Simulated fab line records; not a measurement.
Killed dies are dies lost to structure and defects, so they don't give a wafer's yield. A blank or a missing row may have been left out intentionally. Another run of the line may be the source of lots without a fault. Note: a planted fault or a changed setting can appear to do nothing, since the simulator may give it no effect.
The tool behind it: which one? ; flow n5_finfet ; 7 lots, 20 wafers sampled, at 8 steps of a route of 1938

## WHAT THE GAUGES READ, wafer by wafer
N5_BEOL_M7_INSPECT_30: inspects for defects (brightfield). Usual: raw_defect_count reads 438 (standard deviation 97).
lot;measured;on;raw_defect_count;flag
L189;day 9 13:14;defect_inspect-01;314 504 385;
L190;day 9 20:24;defect_inspect-02;487 415 470;
L192;day 10 06:16;defect_inspect-01;465 471 408;
L197;day 11 18:28;defect_inspect-02;369 608;
L206;day 13 15:48;defect_inspect-01;413 400 428;
L209;day 13 23:14;defect_inspect-02;440 515 512;
L211;day 14 19:31;defect_inspect-01;312 383 331;

N5_BEOL_M7_OCD_MEAS_38. Usual: trench_depth_nm reads 93.8 nm (standard deviation 1.4).
lot;measured;on;trench_depth_nm (nm);flag
L189;day 9 13:41;ocd-01;92.9 93.0 94.8;
L190;day 9 20:52;ocd-01;94.7 91.7 95.0;
L192;day 10 06:43;ocd-02;95.6 96.3 92.5;
L197;day 11 18:56;ocd-01;86.8 89.5;OFF
L206;day 13 16:16;ocd-02;93.3 95.1 92.6;
L209;day 13 23:50;ocd-02;93.7 93.6 95.9;
L211;day 14 20:10;ocd-02;92.4 94.8 93.4;

N5_BEOL_M7_THK_MEAS_53: measures by xrf. Usual: for M7_THK the level is 80.2 nm and the standard deviation is 1.6.
lot;measured;on;M7_THK (nm);flag
L189;day 9 16:09;film_metro-02;79.3 80.7 81.6;
L190;day 10 00:15;film_metro-02;80.3 79.9 81.1;
L192;day 10 10:31;film_metro-01;81.1 80.3 78.4;
L197;day 11 21:05;film_metro-01;73.2 76.1;OFF
L206;day 13 18:31;film_metro-02;79.8 82.2 78.3;
L209;day 14 01:47;film_metro-02;79.6 80.0 81.6;
L211;day 14 22:36;film_metro-02;79.3 82.8 80.1;

N5_BEOL_M7_RS_MEAS_57: measurement is done with a four-point probe. Usual: for M7_RS the level is 0.285 ohm/sq and the standard deviation is 0.0065.
lot;measured;on;M7_RS (ohm/sq);flag
L189;day 9 16:19;film_metro-01;0.293 0.285 0.282;
L190;day 10 00:23;film_metro-02;0.282 0.287 0.281;
L192;day 10 10:46;film_metro-01;0.282 0.286 0.294;
L197;day 11 21:13;film_metro-02;0.319 0.305;OFF
L206;day 13 18:38;film_metro-01;0.284 0.275 0.290;
L209;day 14 01:57;film_metro-01;0.287 0.286 0.278;
L211;day 14 22:44;film_metro-02;0.291 0.277 0.287;

N5_BEOL_M15_RC_MEAS_101. Usual: COMB_M10 1.5e-11 S/m, standard deviation 3.2e-12; COMB_M11 1.48e-11 S/m, standard deviation 3e-12; COMB_M12 6.3e-12 S/m, standard deviation 1.6e-12; COMB_M13 4.3e-12 S/m, standard deviation 1.2e-12; COMB_M14 3.3e-12 S/m, standard deviation 8.3e-13; COMB_M15 2.2e-12 S/m, standard deviation 6e-13; COMB_M5 3.5e-11 S/m, standard deviation 7.3e-12; COMB_M6 2.5e-11 S/m, standard deviation 5.1e-12; COMB_M7 2.6e-11 S/m, standard deviation 5.6e-12; COMB_M8 2.4e-11 S/m, standard deviation 5.9e-12; COMB_M9 1.46e-11 S/m, standard deviation 3e-12; SERP_M10 3.06 ohm/um, standard deviation 0.071; SERP_M11 3.08 ohm/um, standard deviation 0.082; SERP_M12 0.637 ohm/um, standard deviation 0.014; SERP_M13 0.309 ohm/um, standard deviation 0.0042; SERP_M14 0.161 ohm/um, standard deviation 0.0032; SERP_M5 38.2 ohm/um, standard deviation 1.3; SERP_M6 13.7 ohm/um, standard deviation 0.38; SERP_M7 13.8 ohm/um, standard deviation 0.47; SERP_M7_max_site 14.5 ohm/um, standard deviation 0.5; SERP_M8 13.9 ohm/um, standard deviation 0.45; SERP_M9 3.07 ohm/um, standard deviation 0.076.
lot;measured;on;COMB_M10 (S/m);COMB_M11 (S/m);COMB_M12 (S/m);COMB_M13 (S/m);COMB_M14 (S/m);COMB_M15 (S/m);COMB_M5 (S/m);COMB_M6 (S/m);COMB_M7 (S/m);COMB_M8 (S/m);COMB_M9 (S/m);SERP_M10 (ohm/um);SERP_M11 (ohm/um);SERP_M12 (ohm/um);SERP_M13 (ohm/um);SERP_M14 (ohm/um);SERP_M5 (ohm/um);SERP_M6 (ohm/um);SERP_M7 (ohm/um);SERP_M7_max_site (ohm/um);SERP_M8 (ohm/um);SERP_M9 (ohm/um);flag
L189;day 12 03:29;prober-02;8e-12 1.7e-11 1e-11;1.57e-11 1.59e-11 1.49e-11;4.9e-12 5.8e-12 6.3e-12;6.2e-12 5e-12 4.7e-12;3.2e-12 3.8e-12 3.5e-12;2e-12 2.9e-12 3.2e-12;4.1e-11 2.8e-11 4.4e-11;1.9e-11 3.1e-11 3.2e-11;1.9e-11 2.6e-11 2.4e-11;3.7e-11 2.5e-11 3.4e-11;1.71e-11 1.01e-11 1e-11;2.98 2.97 3.07;3.06 3.08 3.08;0.645 0.651 0.659;0.311 0.307 0.309;0.162 0.167 0.163;38.5 36.5 39.3;13.0 13.5 13.7;14.1 13.9 13.7;15.0 14.9 14.2;14.1 14.0 13.7;3.10 3.14 3.16;
L190;day 12 07:28;prober-01;2.4e-11 1.6e-11 2e-11;1.15e-11 1.14e-11 1.28e-11;5.4e-12 6e-12 5.1e-12;4.9e-12 4.3e-12 4e-12;2.1e-12 3.8e-12 2.5e-12;1.4e-12 2.8e-12 1.5e-12;3.6e-11 4.4e-11 2.8e-11;3.1e-11 2.9e-11 2.7e-11;1.6e-11 2.3e-11 2.6e-11;3.5e-11 4.4e-11 2.1e-11;1.24e-11 1.07e-11 1.43e-11;3.01 3.11 3.05;2.94 2.99 2.94;0.627 0.617 0.615;0.307 0.298 0.313;0.156 0.160 0.161;36.8 37.0 36.4;13.8 13.5 14.0;14.4 14.1 13.8;14.9 14.4 14.4;14.4 13.9 14.2;3.17 3.16 3.05;
L192;day 12 17:08;prober-02;1.7e-11 1.2e-11 9e-12;1.38e-11 1.29e-11 1.39e-11;6e-12 5.3e-12 4.7e-12;4.6e-12 4.2e-12 4.8e-12;3.6e-12 3.2e-12 4.6e-12;2.7e-12 2.8e-12 2.1e-12;3e-11 3.4e-11 2.5e-11;3e-11 2.2e-11 3.4e-11;1.6e-11 3.2e-11 2.9e-11;2.4e-11 2.6e-11 2.8e-11;1.95e-11 1.15e-11 1.35e-11;2.98 3.05 2.99;2.94 3.00 2.93;0.641 0.650 0.645;0.310 0.306 0.314;0.158 0.162 0.165;37.0 37.8 37.2;13.1 13.6 13.4;13.4 13.1 13.4;14.7 13.7 13.9;14.7 13.7 13.8;3.14 3.13 3.16;
L197;day 14 05:02;prober-02;1.8e-11 1.5e-11;1.29e-11 1.23e-11;6.7e-12 6.7e-12;4.3e-12 4.9e-12;3.9e-12 4.2e-12;1.8e-12 2.5e-12;2.7e-11 3.1e-11;2.1e-11 1.8e-11;2.3e-11 1.7e-11;3.5e-11 2.7e-11;1.85e-11 1.6e-11;2.91 2.93;3.27 3.21;0.641 0.644;0.311 0.309;0.159 0.159;37.5 37.9;13.8 13.8;15.4 15.0;16.3 15.7;14.0 13.7;3.05 3.02;
L206;day 15 21:38;prober-01;1.5e-11 1.3e-11 1.5e-11;1.43e-11 1.35e-11 1.76e-11;6.7e-12 8.3e-12 8.1e-12;3e-12 3e-12 5.2e-12;3.2e-12 2.2e-12 2.1e-12;1e-12 2.2e-12 1.6e-12;3.1e-11 3.5e-11 4.2e-11;3.7e-11 3.2e-11 3.3e-11;2.4e-11 2.7e-11 3.9e-11;2.3e-11 1.6e-11 2e-11;1.21e-11 1.21e-11 1.19e-11;2.99 3.04 3.01;3.13 3.04 2.97;0.639 0.643 0.653;0.311 0.308 0.316;0.154 0.159 0.159;38.0 37.9 37.7;14.0 13.2 13.8;13.7 12.8 14.2;15.3 13.2 14.7;14.4 14.0 14.8;3.10 3.08 3.14;
L209;day 16 04:19;prober-01;1.3e-11 1.2e-11 1.8e-11;1.12e-11 1.82e-11 1.61e-11;4.9e-12 5.5e-12 5.8e-12;5.1e-12 5.1e-12 3.2e-12;2.2e-12 3.1e-12 2.1e-12;1.7e-12 1.5e-12 1.5e-12;2.8e-11 2.1e-11 2.5e-11;2.5e-11 2.3e-11 3.3e-11;2.4e-11 3.6e-11 3.4e-11;3.6e-11 2.5e-11 2e-11;1.57e-11 9.9e-12 1.05e-11;3.14 3.17 3.06;3.03 3.17 3.09;0.650 0.640 0.664;0.308 0.310 0.305;0.156 0.160 0.162;39.2 36.1 39.2;13.6 13.9 13.9;13.6 13.9 13.4;14.0 14.3 13.8;14.2 14.1 14.2;3.12 3.10 3.13;
L211;day 17 10:32;prober-02;1.3e-11 1.6e-11 2.3e-11;1.36e-11 1.54e-11 1.59e-11;5.7e-12 4.7e-12 4.2e-12;3.5e-12 3.6e-12 3.4e-12;3.7e-12 4.1e-12 3.3e-12;2.2e-12 3e-12 3e-12;4.5e-11 3.2e-11 3.3e-11;2.2e-11 2.6e-11 2.7e-11;2.1e-11 2.3e-11 2.4e-11;2.5e-11 2.5e-11 2.4e-11;1.35e-11 1e-11 1.24e-11;3.12 3.11 3.03;3.09 3.10 3.06;0.641 0.624 0.640;0.306 0.311 0.305;0.157 0.155 0.158;39.3 38.2 37.7;13.5 12.8 13.9;14.0 12.8 13.1;14.6 13.5 14.4;13.6 13.4 13.1;3.00 3.17 3.19;

## EACH LOT AND THE TOOL THAT RAN IT (in order: tool; ch and the chambers of the sampled wafers; start)
lot;N5_BEOL_M7_TRENCH_ETCH_37;N5_BEOL_M7_STRIP_80;N5_BEOL_M7_CURE_75
L189;rie_diel-04 ch 0,1,2, day 9 13:32;rie_diel-04 ch 0,1,2, day 9 13:41 or earlier;uv_cure-03 ch 2, day 9 13:53
L190;rie_diel-04 ch 1,2, day 9 20:43;rie_diel-04 ch 1,2, day 9 20:52 or earlier;uv_cure-03 ch 2, day 9 21:07
L192;rie_diel-05 ch 0,2,3, day 10 06:34;rie_diel-05 ch 0,2,3, day 10 06:43 or earlier;uv_cure-02 ch 2, day 10 06:56
L197;rie_diel-04 ch 0,1, day 11 18:47;rie_diel-04 ch 0,1, day 11 18:56 or earlier;uv_cure-01 ch 2, day 11 19:11
L206;rie_diel-05 ch 0,3, day 13 16:07;rie_diel-05 ch 0,3, day 13 16:16 or earlier;uv_cure-02 ch 2, day 13 16:37
L209;rie_diel-03 ch 0,1,3, day 13 23:40;rie_diel-03 ch 0,1,3, day 13 23:50 or earlier;uv_cure-01 ch 2, day 14 00:01
L211;rie_diel-05 ch 1,2,3, day 14 20:01;rie_diel-05 ch 1,2,3, day 14 20:10 or earlier;uv_cure-01 ch 0, day 14 20:22
- N5_BEOL_M7_TRENCH_ETCH_37: etches SiCOH lowk in C4F6/O2, target depth 93.478 nm, time 31.2 s.
- N5_BEOL_M7_STRIP_80: strips in N2/H2, time 10 s.
- N5_BEOL_M7_CURE_75: cures SiCOH lowk, time 120 s.

## WHAT THE TOOLS THEMSELVES READ (means of the sampled wafers that have a number; where no wafer has one, the mark that the record gives instead)
N5_BEOL_M7_TRENCH_ETCH_37. Usual: drypump_motor_current_A is 5.7 A with standard deviation 0.46, oes_o_777_au is 0.80 a.u. with standard deviation 0.071, oes_product_au is 0.80 a.u. with standard deviation 0.071, rf_vpp_V is 661 V with standard deviation 6.7, run_length_s is 54.6 s with standard deviation 0.57, showerhead_plenum_p_Torr is 2.85 Torr with standard deviation 0.1, and throttle_valve_pct is 20.93 % with standard deviation 0.22.
lot;tool;drypump_motor_current_A (A);oes_o_777_au (a.u.);oes_product_au (a.u.);rf_vpp_V (V);run_length_s (s);showerhead_plenum_p_Torr (Torr);throttle_valve_pct (%);flag
L189;rie_diel-04;5.4;0.77;0.76;657;54.5;2.85;20.94;
L190;rie_diel-04;5.2;0.80;0.80;654;54.8;2.83;21.10;
L192;rie_diel-05;5.7;0.79;0.80;665;54.5;2.86;20.95;
L197;rie_diel-04;5.8;0.77;0.76;655;52.4;2.79;21.07;OFF
L206;rie_diel-05;5.7;0.89;0.90;661;53.9;2.79;20.77;
L209;rie_diel-03;5.8;0.76;0.77;662;55.0;2.85;21.09;
L211;rie_diel-05;5.4;0.84;0.84;663;54.7;2.91;20.74;

N5_BEOL_M7_STRIP_80. Usual: drypump_motor_current_A 5.7 A, standard deviation 0.46; oes_product_au 0.80 a.u., standard deviation 0.071; rf_vpp_V 59.1 V, standard deviation 0.81; showerhead_plenum_p_Torr 2.55 Torr, standard deviation 0.1; throttle_valve_pct 23.7 %, standard deviation 0.31.
lot;tool;drypump_motor_current_A (A);oes_product_au (a.u.);rf_vpp_V (V);showerhead_plenum_p_Torr (Torr);throttle_valve_pct (%);flag
L189;rie_diel-04;5.5;0.77;58.8;2.54;23.7;
L190;rie_diel-04;5.2;0.80;59.3;2.52;23.9;
L192;rie_diel-05;5.7;0.80;58.6;2.55;23.8;
L197;rie_diel-04;5.8;0.77;59.1;2.49;23.8;
L206;rie_diel-05;5.6;0.90;59.6;2.48;23.5;
L209;rie_diel-03;5.8;0.76;58.6;2.53;23.7;
L211;rie_diel-05;5.4;0.84;59.3;2.61;23.5;

N5_BEOL_M7_CURE_75. Usual: lamp_power_pct 52.31 %, standard deviation 0.053; wafer_temp_C_max 371.6, standard deviation 0.47.
lot;tool;lamp_power_pct (%);wafer_temp_C_max;flag
L189;uv_cure-03;52.32;371.7;
L190;uv_cure-03;52.31;371.8;
L192;uv_cure-02;52.31;371.8;
L197;uv_cure-01;52.28;371.6;
L206;uv_cure-02;52.30;371.4;
L209;uv_cure-01;52.25;371.3;
L211;uv_cure-01;52.34;372.7;

## THE ANSWER, worked out from the rows above alone
Rule: a lot counts as off when the mean over its wafers that have a number is more than 3 standard deviations away from the usual mean. Also off: a lot with no number at a reading for which 4 or more lots have one. Any other lot the step has rows for is counted as sound. The gauges are gone through in route order, then the tools' own readings, and for those a lot's mean is taken as printed above. The first step at which some lot is off is used, and at that step the reading that is off furthest; a lot without a number counts as furthest.
Off: L197 (N5_BEOL_M7_OCD_MEAS_38, trench_depth_nm).
If a tool, at a process step before that reading, ran all the lots that are off and no sound lot after the first of them, it fits. The gauges at N5_BEOL_M7_OCD_MEAS_38 aren't tried: what is off there is off at N5_BEOL_M7_THK_MEAS_53 too, on other tools, and a gauge's error can't cause that. With no start given for some of its lots, N5_BEOL_M7_STRIP_80 uses the hours and lot order of N5_BEOL_M7_OCD_MEAS_38. One candidate fits, namely rie_diel-04 at N5_BEOL_M7_TRENCH_ETCH_37 and N5_BEOL_M7_STRIP_80. At N5_BEOL_M7_TRENCH_ETCH_37 its last sound lot is L190 (day 9 20:43), its first lot that is off L197 (day 11 18:47): a fault that began between those two fits.
On the lots that are off, the tool's own readings at N5_BEOL_M7_TRENCH_ETCH_37 differ by more than 5 times the standard deviation of the sound lots' means, which bears it out; run_length_s reads 52.4 s there versus 54.6 s on the sound lots.

## WHAT WAS PUT IN BY THE SIMULATOR
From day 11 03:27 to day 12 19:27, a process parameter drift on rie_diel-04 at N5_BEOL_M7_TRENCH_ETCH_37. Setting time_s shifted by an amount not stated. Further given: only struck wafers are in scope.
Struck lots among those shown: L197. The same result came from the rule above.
